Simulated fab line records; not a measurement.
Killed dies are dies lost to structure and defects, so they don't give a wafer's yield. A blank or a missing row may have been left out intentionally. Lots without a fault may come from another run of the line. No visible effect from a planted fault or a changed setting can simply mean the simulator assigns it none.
Chamber matching | flow n5 finfet | 4 sister chambers for N5_MOL_CONTACT_COAG_VIA_ETCH_117 on rie diel-06
The step etches SiO2 in C4F6/O2, target depth 40 nm, overetch 8 nm, time 26 s. 4 wafers are shown with their chamber, then 8 later ones without.

WAFERS WITH THEIR CHAMBER
wafer  | chamber | rf vpp V (V)
L083.5 | 2       | 1571
L086.1 | 1       | 1564
L086.5 | 0       | 1590
L087.1 | 3       | 1608

WAFERS WITH NO CHAMBER GIVEN
wafer  | rf vpp V (V)
L087.3 | 1572
L087.6 | 1609
L094.1 | 1598
L094.5 | 1608
L094.6 | 1597
L097.2 | 1562
L097.3 | 1607
L097.5 | 1562

WHICH CHAMBER EACH WENT THROUGH
wafer  | from the rows above     | in truth
L087.3 | can't be placed: 2 or 1 | 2
L087.6 | 3                       | 3
L094.1 | can't be placed: 0 or 3 | 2
L094.5 | 3                       | 3
L094.6 | can't be placed: 0 or 3 | 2
L097.2 | can't be placed: 1 or 2 | 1
L097.3 | 3                       | 3
L097.5 | can't be placed: 1 or 2 | 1
Placed correctly: 3 of 8. Not placeable from these rows: 5 (in 3, the candidates include the true chamber). Wrongly placed: 0.
How it was worked out, from the rows above alone: a wafer's distance from a chamber is the root of the sum, over the readings, of the square of ((its reading less the chamber's mean) divided by the reading's scatter). If the next closest chamber is less than 2 further off than the closest, the wafer can't be placed; otherwise it belongs to the closest. A chamber's mean is the mean of its shown wafers. The scatter: with one shown wafer a chamber, the root of the mean of the squares of how far each hidden wafer lies from its nearest shown one.
